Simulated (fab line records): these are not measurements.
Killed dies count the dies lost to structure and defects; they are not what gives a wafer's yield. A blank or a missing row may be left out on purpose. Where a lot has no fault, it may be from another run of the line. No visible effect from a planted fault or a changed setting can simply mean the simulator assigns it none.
fab line records | flow nand_harc
record: lots: 6 | wafers: 18 | last_day: 33
route steps=1302 shown P_M2@329 END@1302
lots that met no fault: taken from a fault-free run of the same line
start_h: hours from the record's first day to the start of the lot's first wafer shown | wait_h: hours since the lot's step before | " the same as in the row above | L1.1+2: one row covering several wafers at once | - either no value or no given start | * or withheld: withheld | < > ~ a bound
route shown NAME@n: a module of which the file shows steps, and the number in the route of the first | usual: the fault-free wafers' mean and standard deviation | same: alike in all rows | chamber/n: place in a boat | sites: the reading at each site | _std_site: how widely they spread, as a standard deviation | _edge_site: mean of outer sites minus mean of inner sites | radius_mm: how far each site lies from the wafer's centre | mask NAME#n: copy n | behind: the tool/chamber that last shaped the wafer | hold: reason for holding the lot/hours on hold/outcome of the hold | device: transistor that didn't switch, given as n, p or np | end of line: tests of these same wafers at the route's end | a step given without rows: its recipe and nothing more | killed: dies lost to structure and defects at the first sort, not the wafer's yield | map: per-die view of a wafer (x killed, . not killed, _ where there is no die)
set.NAME: the setting that was run; set.NAME@STEP: the one run at that earlier step | model.NAME: the simulator's own value behind a step, which no gauge read
certain route steps with their lots: each step a table, each wafer a row
services: a tool's chamber out of use, with start hour (start_h, from the record's first day; less than 0 if before it), hours out, and reason
== steps ==
step: NHARC_P_M2_OVL_MEAS_10
recipe: pitch_nm: 340
usual: overlay_x_nm: 0.0/0.89 | overlay_y_nm: -0.1/0.8
lot.wafer | tool       | chamber | start_h | wait_h | overlay_x_nm | overlay_y_nm
L557.1    | overlay-01 | -       | 196.51  | -      | 0.6          | -0.7
L557.5    | "          | -       | "       | "      | 0.9          | -0.3
L557.6    | "          | -       | "       | "      | 0.3          | -1.2
L558.3    | overlay-01 | -       | 210.07  | -      | -0.7         | -0.2
L558.4    | "          | -       | "       | "      | -1.0         | -0.1
L558.6    | "          | -       | "       | "      | -0.8         | -0.4
L559.1    | overlay-02 | -       | 216.40  | -      | -0.5         | -0.1
L559.2    | "          | -       | "       | "      | 0.2          | -0.1
L559.5    | "          | -       | "       | "      | 0.2          | 0.3
L562.1    | overlay-01 | -       | 259.65  | -      | -0.7         | -0.4
L562.2    | "          | -       | "       | "      | -1.0         | -0.8
L562.6    | "          | -       | "       | "      | -0.6         | 0.0
L571.3    | overlay-01 | -       | 335.46  | -      | -0.1         | 0.6
L571.5    | "          | -       | "       | "      | 0.5          | 0.3
L571.6    | "          | -       | "       | "      | -0.6         | 1.0
L572.1    | overlay-01 | -       | 350.21  | -      | -1.2         | 0.0
L572.4    | "          | -       | "       | "      | -0.9         | -0.1
L572.5    | "          | -       | "       | "      | -1.4         | 0.8
step: NHARC_P_M2_INSPECT_11
usual: raw_defect_count: 4.6/2.4
lot.wafer | tool              | chamber | start_h | wait_h | raw_defect_count
L557.1    | defect_inspect-02 | -       | 196.55  | 0.0    | 3
L557.5    | "                 | -       | "       | "      | 3
L557.6    | "                 | -       | "       | "      | 4
L558.3    | defect_inspect-02 | -       | 210.11  | 0.0    | 1
L558.4    | "                 | -       | "       | "      | 9
L558.6    | "                 | -       | "       | "      | 4
L559.1    | defect_inspect-01 | -       | 216.44  | 0.0    | 4
L559.2    | "                 | -       | "       | "      | 4
L559.5    | "                 | -       | "       | "      | 1
L562.1    | defect_inspect-02 | -       | 259.68  | 0.0    | 2
L562.2    | "                 | -       | "       | "      | 5
L562.6    | "                 | -       | "       | "      | 7
L571.3    | defect_inspect-01 | -       | 335.50  | 0.0    | 6
L571.5    | "                 | -       | "       | "      | 5
L571.6    | "                 | -       | "       | "      | 4
L572.1    | defect_inspect-01 | -       | 350.24  | 0.0    | 4
L572.4    | "                 | -       | "       | "      | 7
L572.5    | "                 | -       | "       | "      | 1
step: NHARC_P_M2_DESCUM_14
recipe: time_s: 3 | o2_flow_sccm: 200 | ar_flow_sccm: 0 | bias_power_w: 0 | chemistry: O2
usual: drypump_motor_current_A: 5.6/0.37 | mfc_ar_sccm: 0.005/0.0082 | oes_product_au: 0.999/0.011 | rf_vpp_V: 57.9/0.81 | showerhead_plenum_p_Torr: 1.96/0.068 | throttle_valve_pct: 11.312/0.0089
lot.wafer | tool        | chamber | start_h | wait_h | drypump_motor_current_A | mfc_ar_sccm | oes_product_au | rf_hours_counter_h | rf_vpp_V | showerhead_plenum_p_Torr | throttle_valve_pct
L557.1    | rie_diel-05 | 3       | 196.64  | 0.1    | 5.3                     | 0           | 1.002          | 5.4                | 58.2     | 1.90                     | 11.311
L557.6    | "           | 0       | "       | "      | 6.2                     | 0.016       | 1.007          | -                  | 59.3     | 2.01                     | 11.304
L557.5    | "           | 1       | "       | "      | 5.3                     | 0           | 1.000          | -                  | 58.7     | 2.04                     | 11.315
L558.3    | rie_diel-06 | 1       | 210.17  | 0.1    | 6.0                     | 0           | 0.990          | 4.6                | 58.4     | 1.99                     | 11.318
L558.4    | "           | 3       | "       | "      | 5.4                     | 0           | 0.985          | 4.4                | 59.8     | 1.96                     | 11.308
L558.6    | "           | 1       | "       | "      | 6.0                     | 0           | 0.986          | -                  | 58.2     | 1.99                     | 11.305
L559.1    | rie_diel-05 | 2       | 216.51  | 0.1    | 5.2                     | 0.003       | 1.001          | 8.0                | 56.9     | 2.04                     | 11.313
L559.2    | "           | 3       | "       | "      | 5.3                     | 0           | 1.000          | 6.9                | 59.2     | 1.90                     | 11.299
L559.5    | "           | 0       | "       | "      | 6.2                     | 0.016       | 1.002          | -                  | 57.4     | 2.01                     | 11.335
L562.1    | rie_diel-06 | 3       | 259.76  | 0.1    | 5.5                     | 0           | 0.993          | 7.2                | 57.6     | 1.96                     | 11.322
L562.2    | "           | 0       | "       | "      | 5.3                     | 0.026       | 0.993          | 7.0                | 58.9     | 1.92                     | 11.313
L562.6    | "           | 1       | "       | "      | 5.9                     | 0           | 0.984          | -                  | 59.0     | 1.99                     | 11.300
L571.3    | rie_diel-06 | 3       | 335.56  | 0.1    | 5.5                     | 0           | 1.000          | 1.4                | 57.2     | 1.96                     | 11.287
L571.6    | "           | 3       | "       | "      | 5.5                     | 0           | 0.997          | -                  | 58.3     | 1.96                     | 11.315
L571.5    | "           | 2       | "       | "      | 5.8                     | 0           | 0.980          | -                  | 56.6     | 1.86                     | 11.314
L572.1    | rie_diel-04 | 2       | 350.33  | 0.1    | 5.2                     | 0           | 1.007          | 9.9                | 57.0     | 1.94                     | 11.301
L572.5    | "           | 0       | "       | "      | 5.7                     | 0           | 1.006          | -                  | 56.4     | 1.82                     | 11.292
L572.4    | "           | 1       | "       | "      | 5.9                     | 0           | 1.012          | -                  | 57.5     | 1.89                     | 11.318
step: NHARC_P_M2_ETCH_35
recipe: target_depth_a: 400 | overetch_a: 120 | time_s: 43.94 | ion_energy_ev: 200 | n2_flow_sccm: 150 | h2_flow_sccm: 150 | ar_flow_sccm: 0 | rf_w: 400 | bias_w: 150 | chemistry: N2/H2
usual: drypump_motor_current_A: 5.6/0.38 | mfc_ar_sccm: 0.005/0.0084 | oes_product_au: 1.001/0.01 | rf_vpp_V: 431.6/2.1 | showerhead_plenum_p_Torr: 2.08/0.074 | throttle_valve_pct: 14.171/0.0091
lot.wafer | tool        | chamber | start_h | wait_h | drypump_motor_current_A | mfc_ar_sccm | oes_product_au | rf_hours_counter_h | rf_vpp_V | showerhead_plenum_p_Torr | throttle_valve_pct
L557.1    | rie_diel-05 | 3       | 196.71  | 0.1    | 5.3                     | 0           | 1.006          | 5.4                | 430.0    | 2.02                     | 14.170
L557.6    | "           | 0       | "       | "      | 6.2                     | 0.016       | 0.997          | -                  | 434.6    | 2.14                     | 14.167
L557.5    | "           | 1       | "       | "      | 5.3                     | 0           | 1.008          | -                  | 433.8    | 2.18                     | 14.163
L558.3    | rie_diel-06 | 3       | 210.25  | 0.1    | 5.5                     | 0           | 0.999          | 4.4                | 431.1    | 2.09                     | 14.162
L558.4    | "           | 2       | "       | "      | 5.8                     | 0           | 1.003          | 4.5                | 430.4    | 1.99                     | 14.190
L558.6    | "           | 0       | "       | "      | 5.2                     | 0.026       | 0.995          | -                  | 430.7    | 2.05                     | 14.180
L559.2    | rie_diel-05 | 3       | 216.58  | 0.1    | 5.3                     | 0           | 1.003          | 6.9                | 430.0    | 2.02                     | 14.175
L559.1    | "           | 0       | "       | "      | 6.2                     | 0.016       | 1.009          | 7.4                | 434.9    | 2.14                     | 14.160
L559.5    | "           | 3       | "       | "      | 5.3                     | 0           | 1.001          | -                  | 430.1    | 2.02                     | 14.172
L562.2    | rie_diel-06 | 2       | 259.83  | 0.1    | 5.7                     | 0           | 1.024          | 6.8                | 430.4    | 1.99                     | 14.188
L562.1    | "           | 0       | "       | "      | 5.3                     | 0.026       | 1.001          | 7.0                | 431.3    | 2.05                     | 14.160
L562.6    | "           | 2       | "       | "      | 5.8                     | 0           | 1.029          | -                  | 428.8    | 1.99                     | 14.179
L571.3    | rie_diel-06 | 1       | 335.68  | 0.1    | 6.0                     | 0           | 1.003          | 1.0                | 432.6    | 2.12                     | 14.173
L571.6    | "           | 3       | "       | "      | 5.5                     | 0           | 1.000          | -                  | 431.1    | 2.09                     | 14.179
L571.5    | "           | 1       | "       | "      | 6.0                     | 0           | 1.001          | -                  | 432.2    | 2.12                     | 14.173
L572.1    | rie_diel-04 | 2       | 350.42  | 0.1    | 5.2                     | 0           | 1.002          | 9.9                | 431.1    | 2.07                     | 14.176
L572.4    | "           | 1       | "       | "      | 5.9                     | 0           | 1.008          | -                  | 430.5    | 2.01                     | 14.169
L572.5    | "           | 2       | "       | "      | 5.2                     | 0           | 1.000          | -                  | 431.3    | 2.07                     | 14.160
step: NHARC_P_M2_ETCH_15
recipe: target_depth_a: 1825 | time_s: 91.2 | c4f8_flow_sccm: withheld | ar_flow_sccm: 400 | rf_w: 600 | bias_w: 300 | chemistry: C4F8/Ar
step: NHARC_P_M2_CD_MEAS_16
usual: cd_nm: 170.0/1
lot.wafer | tool      | chamber | start_h | wait_h | cd_nm
L557.1    | cd_sem-01 | -       | 196.92  | -      | 171.8
L557.5    | "         | -       | "       | "      | 170.7
L557.6    | "         | -       | "       | "      | 171.1
L558.3    | cd_sem-01 | -       | 210.48  | -      | 169.5
L558.4    | "         | -       | "       | "      | 170.1
L558.6    | "         | -       | "       | "      | 170.0
L559.1    | cd_sem-03 | -       | 216.81  | -      | 169.1
L559.2    | "         | -       | "       | "      | 170.5
L559.5    | "         | -       | "       | "      | 169.4
L562.1    | cd_sem-02 | -       | 260.05  | -      | 169.1
L562.2    | "         | -       | "       | "      | 171.7
L562.6    | "         | -       | "       | "      | 170.6
L571.3    | cd_sem-02 | -       | 335.91  | -      | 169.4
L571.5    | "         | -       | "       | "      | 168.3
L571.6    | "         | -       | "       | "      | 169.8
L572.1    | cd_sem-02 | -       | 350.65  | -      | 171.0
L572.4    | "         | -       | "       | "      | 169.7
L572.5    | "         | -       | "       | "      | 171.4
step: NHARC_P_M2_STRIP_18
recipe: power_w: 1000 | n2_flow_sccm: 150 | h2_flow_sccm: 150 | ar_flow_sccm: 0 | bias_w: 0 | chemistry: N2/H2
usual: drypump_motor_current_A: 5.7/0.37 | mfc_ar_sccm: 0.004/0.0077 | oes_product_au: 1.001/0.011 | rf_vpp_V: 90.7/0.91 | showerhead_plenum_p_Torr: 2.06/0.072 | throttle_valve_pct: 14.171/0.0094
lot.wafer | tool        | chamber | start_h | wait_h | drypump_motor_current_A | mfc_ar_sccm | oes_product_au | rf_hours_counter_h | rf_vpp_V | showerhead_plenum_p_Torr | throttle_valve_pct
L557.1    | rie_diel-04 | 0       | 197.04  | 0.1    | 5.7                     | 0           | 0.998          | 1.1                | 89.5     | 1.94                     | 14.185
L557.6    | "           | 2       | "       | "      | 5.2                     | 0           | 0.987          | -                  | 89.7     | 2.07                     | 14.179
L557.5    | "           | 3       | "       | "      | 6.2                     | 0.017       | 1.006          | -                  | 90.3     | 2.01                     | 14.176
L558.4    | rie_diel-04 | 2       | 210.56  | 0.1    | 5.2                     | 0           | 0.983          | 0.8                | 89.4     | 2.07                     | 14.169
L558.3    | "           | 3       | "       | "      | 6.3                     | 0.017       | 1.000          | 0.8                | 92.2     | 2.01                     | 14.173
L558.6    | "           | 3       | "       | "      | 6.2                     | 0.017       | 1.013          | -                  | 90.8     | 2.01                     | 14.163
L559.2    | rie_diel-04 | 2       | 216.88  | 0.1    | 5.2                     | 0           | 0.988          | 1.2                | 91.3     | 2.07                     | 14.177
L559.1    | "           | 3       | "       | "      | 6.2                     | 0.017       | 0.999          | 1.4                | 91.9     | 2.01                     | 14.186
L559.5    | "           | 2       | "       | "      | 5.2                     | 0           | 0.982          | -                  | 91.5     | 2.07                     | 14.172
L562.1    | rie_diel-05 | 3       | 260.15  | 0.1    | 5.3                     | 0           | 0.988          | 0.9                | 91.4     | 2.02                     | 14.180
L562.2    | "           | 0       | "       | "      | 6.2                     | 0.016       | 0.989          | 0.7                | 90.9     | 2.14                     | 14.161
L562.6    | "           | 3       | "       | "      | 5.3                     | 0           | 0.990          | -                  | 92.0     | 2.02                     | 14.183
L571.3    | rie_diel-06 | 1       | 336.05  | 0.1    | 5.9                     | 0           | 1.009          | 1.1                | 90.5     | 2.12                     | 14.163
L571.6    | "           | 2       | "       | "      | 5.8                     | 0           | 0.987          | -                  | 90.2     | 1.99                     | 14.178
L571.5    | "           | 3       | "       | "      | 5.5                     | 0           | 1.009          | -                  | 91.8     | 2.09                     | 14.186
L572.4    | rie_diel-05 | 3       | 350.73  | 0.1    | 5.4                     | 0           | 1.002          | 6.3                | 89.2     | 2.02                     | 14.182
L572.1    | "           | 2       | "       | "      | 5.2                     | 0.003       | 1.001          | 6.2                | 92.1     | 2.18                     | 14.182
L572.5    | "           | 3       | "       | "      | 5.3                     | 0           | 1.018          | -                  | 91.3     | 2.02                     | 14.177
step: NHARC_P_M2_ETCH_28
recipe: target_depth_a: 300 | over_etch_frac: 0.3 | time_s: 72.99 | ion_energy_ev: 150 | cf4_flow_sccm: 50 | n2_flow_sccm: 100 | ar_flow_sccm: 150 | rf_w: 300 | bias_w: 100 | chemistry: CF4/N2
step: NHARC_P_M2_STRIP_19
recipe: time_s: 600 | temp_c: 30 | chemistry: post_etch_residue_remover
step: NHARC_P_M2_DEGAS_29
recipe: temp_c: 250 | time_s: 60
usual: heater_power_w: 341/26
lot.wafer | tool           | chamber | start_h | wait_h | heater_power_w
L557.1    | pvd_sputter-01 | -       | 197.64  | -      | 338
L557.5    | "              | -       | "       | "      | 364
L557.6    | "              | -       | "       | "      | 342
L558.3    | pvd_sputter-01 | -       | 211.22  | -      | 348
L558.4    | "              | -       | "       | "      | 372
L558.6    | "              | -       | "       | "      | 338
L559.1    | pvd_sputter-02 | -       | 217.52  | -      | 326
L559.2    | "              | -       | "       | "      | 327
L559.5    | "              | -       | "       | "      | 329
L562.2    | pvd_sputter-02 | -       | 260.77  | -      | 339
L562.1    | "              | -       | "       | "      | 319
L562.6    | "              | -       | "       | "      | 302
L571.3    | pvd_sputter-02 | -       | 336.70  | -      | 296
L571.6    | "              | -       | "       | "      | 341
L571.5    | "              | -       | "       | "      | 296
L572.4    | pvd_sputter-01 | -       | 351.38  | -      | 374
L572.1    | "              | -       | "       | "      | 345
L572.5    | "              | -       | "       | "      | 378
step: NHARC_P_M2_PRE_CLEAN_30
recipe: time_s: 30 | temp_c: 280 | gas: H2/He
step: NHARC_P_M2_PVD_20
recipe: target_thk_a: 50 | bias_v: 168.6 | power_w: 15000 | chamber_pressure_pa: 0.12 | time_s: 8.06 | substrate_temp_c: 50 | material: TaN
usual: bias_v: 168.7/1.7 | cathode_dc_power_W: 15000/2.5 | throttle_valve_pct: 30.5/0.83
lot.wafer | tool           | chamber | start_h | wait_h | bias_v | cathode_dc_power_W | throttle_valve_pct
L557.1    | pvd_sputter-01 | -       | -       | -      | 170.1  | 15003              | 30.2
L557.5    | "              | -       | "       | "      | 167.8  | 15001              | 30.1
L557.6    | "              | -       | "       | "      | 168.3  | 14997              | 31.5
L558.3    | pvd_sputter-01 | -       | -       | -      | 171.7  | 15000              | 31.6
L558.4    | "              | -       | "       | "      | 166.5  | 15001              | 30.1
L558.6    | "              | -       | "       | "      | 171.4  | 15001              | 31.8
L559.1    | pvd_sputter-02 | -       | -       | -      | 166.3  | 15004              | 30.4
L559.2    | "              | -       | "       | "      | 168.8  | 14998              | 29.9
L559.5    | "              | -       | "       | "      | 167.2  | 15003              | 31.0
L562.1    | pvd_sputter-02 | -       | -       | -      | 168.3  | 14998              | 31.6
L562.2    | "              | -       | "       | "      | 169.6  | 15000              | 29.9
L562.6    | "              | -       | "       | "      | 168.6  | 14998              | 30.1
L571.3    | pvd_sputter-02 | -       | -       | -      | 170.5  | 15000              | 28.8
L571.6    | "              | -       | "       | "      | 169.1  | 15000              | 30.5
L571.5    | "              | -       | "       | "      | 166.9  | 15001              | 31.1
L572.1    | pvd_sputter-01 | -       | -       | -      | 168.5  | 14998              | 29.9
L572.4    | "              | -       | "       | "      | 166.5  | 15001              | 30.5
L572.5    | "              | -       | "       | "      | 167.2  | 14997              | 31.6
step: NHARC_P_M2_PVD_21
recipe: target_thk_a: 300 | chamber_pressure_pa: 5 | power_w: 5000 | substrate_temp_c: 30 | time_s: 20.49 | material: Cu
usual: cathode_dc_power_W: 5000.1/0.91 | chamber_pressure_pa: 5.001/0.01 | throttle_valve_pct: 30.6/0.79
lot.wafer | tool           | chamber | start_h | wait_h | cathode_dc_power_W | chamber_pressure_pa | throttle_valve_pct
L557.1    | pvd_sputter-01 | -       | 197.89  | -      | 5000.4             | 4.986               | 30.5
L557.6    | "              | -       | "       | "      | 4999.3             | 5.004               | 30.3
L557.5    | "              | -       | "       | "      | 4999.9             | 4.986               | 31.7
L558.3    | pvd_sputter-01 | -       | 211.45  | -      | -                  | -                   | -
L558.4    | "              | -       | "       | "      | -                  | -                   | -
L558.6    | "              | -       | "       | "      | -                  | -                   | -
L559.1    | pvd_sputter-02 | -       | 217.76  | -      | -                  | -                   | -
L559.2    | "              | -       | "       | "      | -                  | -                   | -
L559.5    | "              | -       | "       | "      | -                  | -                   | -
L562.2    | pvd_sputter-02 | -       | 261.01  | -      | 5000.6             | 4.980               | 30.4
L562.1    | "              | -       | "       | "      | 4999.9             | 5.010               | 30.8
L562.6    | "              | -       | "       | "      | 4999.1             | 5.021               | 29.7
L571.3    | pvd_sputter-02 | -       | 336.92  | -      | 5001.5             | 5.004               | 29.0
L571.5    | "              | -       | "       | "      | 4999.3             | 4.994               | 31.2
L571.6    | "              | -       | "       | "      | 5001.5             | 5.003               | 29.0
L572.4    | pvd_sputter-01 | -       | 351.60  | -      | 4999.8             | 5.008               | 30.2
L572.1    | "              | -       | "       | "      | 5000.9             | 4.988               | 31.5
L572.5    | "              | -       | "       | "      | 5000.1             | 4.999               | 30.6
step: NHARC_P_M2_ECD_22
recipe: target_thk_a: 4000 | bath_temp_c: 25 | material: Cu
step: NHARC_END_SORT_01
recipe: temp_c: 25
usual: defect_limited_yield: 90/3.8 | killed_at_array: 61/26 | killed_at_other: 0.8/1.1 | killed_at_periphery: 4.0/2.6 | killed_dies: 66/26 | killed_open: 3.1/1.7 | killed_short: 2.5/1.5
same: gross_dies: 677
lot.wafer | tool      | chamber | start_h | wait_h | defect_limited_yield[%] | killed_at_array | killed_at_other | killed_at_periphery | killed_dies | killed_open | killed_short
L559.1    | prober-01 | 0       | 642.74  | 2.5    | 0                       | 40              | 0               | 637                 | 677         | 5           | 6
L559.2    | prober-01 | 0       | 643.54  | 2.8    | 0                       | 41              | 1               | 635                 | 677         | 3           | 2
L559.5    | prober-01 | 0       | 645.93  | 3.7    | 0                       | 34              | 4               | 639                 | 677         | 1           | 1
L572.1    | prober-01 | 0       | 780.26  | 2.5    | 94                      | 38              | 2               | 1                   | 41          | 2           | 2
L572.4    | prober-01 | 0       | 782.66  | 3.4    | 92                      | 44              | 3               | 5                   | 52          | 3           | 3
L572.5    | prober-01 | 0       | 783.46  | 3.7    | 93                      | 43              | 4               | 3                   | 50          | 4           | 1
killed by level:class
L559.1 P_M2:area_pvd=634 A_CHANNEL_HOLE_D2:chamber_film_flake=15 A_CONTACT:chamber_film_flake=4 A_CHANNEL_HOLE_D1:chamber_film_flake=3 A_CHANNEL_FILL_D2:geometric_particle:open=2 A_ZERO_WELL:chamber_film_flake=2 A_CHANNEL_FILL_D1:chamber_film_flake=2 A_DECK1_JOINT:chamber_film_flake=2
L559.2 P_M2:area_pvd=631 A_CHANNEL_HOLE_D2:chamber_film_flake=16 A_SLIT:chamber_film_flake=7 A_CHANNEL_HOLE_D1:chamber_film_flake=4 A_WL_FILL:chamber_film_flake=3 A_CONTACT:chamber_film_flake=3 P_ZERO_WELL:chamber_film_flake=2 A_STAIRCASE:chamber_film_flake=2
L559.5 P_M2:area_pvd=637 A_CHANNEL_HOLE_D2:chamber_film_flake=14 A_CHANNEL_HOLE_D1:chamber_film_flake=8 A_SLIT:chamber_film_flake=5 THIN_TSV:chamber_film_flake=4 A_CONTACT:chamber_film_flake=3 A_CHANNEL_FILL_D1:geometric_particle:open=1 A_SGD_CUT:geometric_particle:short=1
L572.1 A_CHANNEL_HOLE_D1:chamber_film_flake=13 A_SLIT:chamber_film_flake=8 A_CONTACT:chamber_film_flake=7 A_CHANNEL_FILL_D1:chamber_film_flake=2 A_STAIRCASE:chamber_film_flake=2 P_M0:geometric_particle:short=1 A_ONON_D2:geometric_particle:open=1 A_ONON_D2:geometric_particle:short=1
L572.4 A_CHANNEL_HOLE_D1:chamber_film_flake=19 A_SLIT:chamber_film_flake=7 A_CONTACT:chamber_film_flake=7 P_GATE:chamber_film_flake=2 A_CHANNEL_FILL_D1:chamber_film_flake=2 A_CHANNEL_FILL_D2:chamber_film_flake=2 THIN_TSV:chamber_film_flake=2 P_GATE:geometric_particle:open=1
L572.5 A_CHANNEL_HOLE_D1:chamber_film_flake=19 A_SLIT:chamber_film_flake=8 A_CONTACT:chamber_film_flake=5 P_BONDPAD:chamber_film_flake=3 A_STAIRCASE:chamber_film_flake=3 THIN_TSV:chamber_film_flake=3 A_M1:geometric_particle:open=2 A_CHANNEL_HOLE_D2:chamber_film_flake=2
map L559.1 (x killed, . not)
____________x____________
_________xxxxxxx_________
_______xxxxxxxxxxx_______
______xxxxxxxxxxxxx______
_____xxxxxxxxxxxxxxx_____
____xxxxxxxxxxxxxxxxx____
____xxxxxxxxxxxxxxxxx____
___xxxxxxxxxxxxxxxxxxx___
___xxxxxxxxxxxxxxxxxxx___
__xxxxxxxxxxxxxxxxxxxxx__
__xxxxxxxxxxxxxxxxxxxxx__
_xxxxxxxxxxxxxxxxxxxxxxx_
_xxxxxxxxxxxxxxxxxxxxxxx_
_xxxxxxxxxxxxxxxxxxxxxxx_
_xxxxxxxxxxxxxxxxxxxxxxx_
_xxxxxxxxxxxxxxxxxxxxxxx_
xxxxxxxxxxxxxxxxxxxxxxxxx
xxxxxxxxxxxxxxxxxxxxxxxxx
xxxxxxxxxxxxxxxxxxxxxxxxx
xxxxxxxxxxxxxxxxxxxxxxxxx
xxxxxxxxxxxxxxxxxxxxxxxxx
_xxxxxxxxxxxxxxxxxxxxxxx_
_xxxxxxxxxxxxxxxxxxxxxxx_
_xxxxxxxxxxxxxxxxxxxxxxx_
_xxxxxxxxxxxxxxxxxxxxxxx_
_xxxxxxxxxxxxxxxxxxxxxxx_
__xxxxxxxxxxxxxxxxxxxxx__
__xxxxxxxxxxxxxxxxxxxxx__
___xxxxxxxxxxxxxxxxxxx___
___xxxxxxxxxxxxxxxxxxx___
____xxxxxxxxxxxxxxxxx____
____xxxxxxxxxxxxxxxxx____
_____xxxxxxxxxxxxxxx_____
______xxxxxxxxxxxxx______
_______xxxxxxxxxxx_______
_________xxxxxxx_________
____________x____________
map L571.3 (x killed, . not)
____________.____________
_________......._________
_______..........._______
______.............______
_____..........x...._____
____.....x......x.x..____
____.....x.......xxx.____
___............xxxx..x___
___.........x..xxx.x..___
__........xx.xxxxxxx...__
__..........x.xxxx.x.x.__
_.......x.....x.xxx....._
_.........xx..xxxx......_
_.......x......xxxxxx..._
_..............x..x....._
_............xx.x......._
..........x....xxx.......
..............x.xxx.x....
..............x.xxxx..x..
................x.xx.....
..x.................x....
_................x......_
_.....x..........x......_
_...................x..._
_.........x......x......_
_................xx....._
__................x....__
__.............x.....x.__
___..x.....x......x...___
___..x................___
____.x...............____
____............xx...____
_____..............x_____
______.......x.....______
_______..........._______
_________......._________
____________.____________
== services ==
tool           | chamber | start_h | hours | kind
rie_diel-04    | -       | 177.93  | 9.0   | pm
rie_diel-06    | 0       | 188.21  | -     | clean
rie_diel-06    | 1       | 188.21  | -     | clean
rie_diel-06    | 2       | 188.21  | -     | clean
rie_diel-06    | 3       | 188.21  | -     | clean
rie_diel-06    | 0       | 212.71  | -     | clean
rie_diel-06    | 1       | 212.71  | -     | clean
rie_diel-06    | 2       | 212.71  | -     | clean
rie_diel-06    | 3       | 212.71  | -     | clean
pvd_sputter-01 | -       | 226.03  | 10.0  | pm
rie_diel-05    | -       | 229.60  | 9.0   | pm
rie_diel-06    | 0       | 237.21  | -     | clean
rie_diel-06    | 1       | 237.21  | -     | clean
rie_diel-06    | 2       | 237.21  | -     | clean
rie_diel-06    | 3       | 237.21  | -     | clean
pvd_sputter-02 | -       | 238.18  | 2.4   | repair
rie_diel-06    | 0       | 261.71  | -     | clean
rie_diel-06    | 1       | 261.71  | -     | clean
rie_diel-06    | 2       | 261.71  | -     | clean
rie_diel-06    | 3       | 261.71  | -     | clean
pvd_sputter-02 | -       | 282.01  | 10.0  | pm
rie_diel-06    | -       | 307.20  | 9.0   | pm
rie_diel-06    | 0       | 331.95  | 4.6   | repair
rie_diel-04    | 3       | 346.67  | 5.6   | repair
== key ==
first_sign: step: NHARC_P_M2_PVD_21 | reading: tool_record | direction: missing
effect: step: NHARC_END_SORT_01 | reading: killed_at_periphery | direction: up | sigmas: 99+ | usual: 4.0 | struck: 637
more_kills_born_at: NHARC_P_M2_PVD_21@pvd_sputter-02: 1902
met_at NHARC_P_M2_PVD_21
struck_wafers L558.3,L558.4,L558.6,L559.1,L559.2,L559.5
later_rows_left_out L558.3,L558.4,L558.6,L559.1,L559.2,L559.5
sort_left_out L558.3,L558.4,L558.6
onset_between 197.89 211.45
fault: kind: skipped_step_whole | tool: pvd_sputter-01,pvd_sputter-02 | chamber: - | onset_h: 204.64 | steps: NHARC_P_M2_PVD_21 | scope: struck_lots_only
sort_left_out: the simulated sort isn't trusted on such a fault, so these wafers' sort isn't shown, and their yield isn't known
later_rows_left_out: the simulator's readings of these wafers behind a module that went badly wrong aren't trusted and aren't shown, but for the sort
